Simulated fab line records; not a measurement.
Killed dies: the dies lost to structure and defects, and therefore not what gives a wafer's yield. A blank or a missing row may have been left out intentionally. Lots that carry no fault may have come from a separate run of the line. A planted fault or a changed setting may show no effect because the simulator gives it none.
A struck lot beside a sound one	flow nand harc	14 out of 1302 route steps
Sound: these wafers, L860.3, L860.5, L860.6. Wafers struck: L873.2, L873.3, L873.4. Last of all comes the cause.
Per side, at each step with rows, come the tool, then ch with its chambers, and then its first start. Under that, the readings that differ: sound wafers	struck wafers	difference of the means	sigmas: that difference in standard deviations of wafers without a fault.
alike: words and numbers the same on both sides, and readings whose means are apart by under 2 such deviations; not compared: readings that were withheld, readings missing a value for some wafer, numbers with overlapping values and no deviation given by the record, and bounds like >300 which may hide the same value.
The two part at a step that has a row with sigmas, a row that says differs or no value, or rows on one side only. Numbers that have no deviation but don't overlap get no sigmas and don't part them. A reading that every wafer of one side lacks parts them only if that side has two wafers or more.

NHARC_P_M0_PRE_CLEAN_29: time 30 s.
  sound on pvd sputter-01; struck on pvd sputter-02
  alike: heater power w
then, 1 step without rows for these wafers: NHARC_P_M0_PVD_20 (deposits TaN, target thk 5 nm, time 8.06 s).
NHARC_P_M0_PVD_21: deposits Cu, target thk 30 nm, time 20.49 s.
  sound on pvd sputter-01; struck on pvd sputter-02
  alike: throttle valve pct
then, 2 steps without rows for these wafers: NHARC_P_M0_ECD_22 (material Cu, target thk 400 nm); NHARC_P_M0_ANNEAL_30 (time 90 s).
NHARC_P_M0_CMP_23: polishes, t overpolish 20 s, target thk 117.54 nm.
  sound on cmp-03 ch 0,2,3, day 6 17:25; struck on cmp-03 ch 1,2,3, day 12 08:20
  alike: motor current A, time to endpoint s
  not compared: pad life wafers
NHARC_P_M0_THK_MEAS_24: measures by xrf.
  sound on film metro-01, day 6 17:39; struck on film metro-01, day 12 08:38
  alike: thk nm
then, 1 step without rows for these wafers: NHARC_P_M0_SRD_25.
NHARC_P_M0_INSPECT_27:
  sound on defect inspect-02, day 6 17:48; struck on defect inspect-02, day 12 08:49
  alike: raw defect count
NHARC_P_M0_PRE_CLEAN_31: time 12 s.
  sound on pecvd-03 ch 1,2, day 6 17:53; struck on pecvd-01 ch 0,1, day 12 08:53
  alike: heater power w
NHARC_P_M0_DEP_32: deposits SiCN, target thk 30 nm.
  sound on pecvd-03 ch 1,2, day 6 17:59; struck on pecvd-01 ch 0,1, day 12 09:00
  alike: heater power w
NHARC_P_M1_DEP_00: deposits SiOC, target thk 182.5 nm.
  sound on pecvd-03 ch 0,1,2, day 6 18:23; struck on pecvd-01 ch 0,1, day 12 10:19
then, 2 steps without rows for these wafers: NHARC_P_M1_DEHYDRATE_01 (time 120 s); NHARC_END_SORT_01.

== WHERE THEY PART ==
Nowhere in this record.

WHY: what the simulator had put in
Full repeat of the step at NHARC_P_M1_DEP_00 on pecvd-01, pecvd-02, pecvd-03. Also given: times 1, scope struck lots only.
